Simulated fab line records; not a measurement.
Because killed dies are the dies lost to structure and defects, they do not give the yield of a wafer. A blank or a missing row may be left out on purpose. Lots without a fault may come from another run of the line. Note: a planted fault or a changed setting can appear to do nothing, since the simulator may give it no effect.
Matching of chambers	flow n5 finfet	N5_GATE_CUT_STRIP_59 on rie diel-04: 4 sister chambers
The step strips in N2/H2, time 20 s. 4 wafers are shown with their chamber, then 12 later ones without.

== WAFERS PAIRED WITH THEIR CHAMBERS ==
wafer	chamber	showerhead plenum p Torr (Torr)
L088.3	2	3.46
L088.4	3	3.21
L088.5	0	3.46
L088.6	1	3.29

== WAFERS WHOSE CHAMBER IS MISSING ==
wafer	showerhead plenum p Torr (Torr)
L089.1	3.29
L089.2	3.21
L089.5	3.29
L096.3	3.28
L096.4	3.28
L096.5	3.45
L097.1	3.28
L097.2	3.45
L097.3	3.45
L097.4	3.45
L097.5	3.45
L097.6	3.28

== CHAMBER TAKEN BY EACH ==
wafer	from the rows above	in truth
L089.1	1	1
L089.2	3	3
L089.5	1	1
L096.3	1	1
L096.4	1	1
L096.5	can't be placed: 0 or 2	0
L097.1	1	1
L097.2	can't be placed: 0 or 2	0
L097.3	can't be placed: 0 or 2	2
L097.4	can't be placed: 0 or 2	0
L097.5	can't be placed: 0 or 2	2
L097.6	1	1
7 of 12 placed correctly. Can't be placed from these rows: 5 (the true chamber is among the candidates in 5). Number placed wrongly: 0.
How it was worked out, from the rows above alone: a wafer's distance from a chamber is the root of the sum, over the readings, of the square of ((its reading less the chamber's mean) divided by the reading's scatter). If the next closest chamber is less than 2 further off than the closest, the wafer can't be placed; otherwise it belongs to the closest. For every chamber, the mean is computed from those of its wafers that are shown. The scatter: with one shown wafer a chamber, the root of the mean of the squares of how far each hidden wafer lies from its nearest shown one.
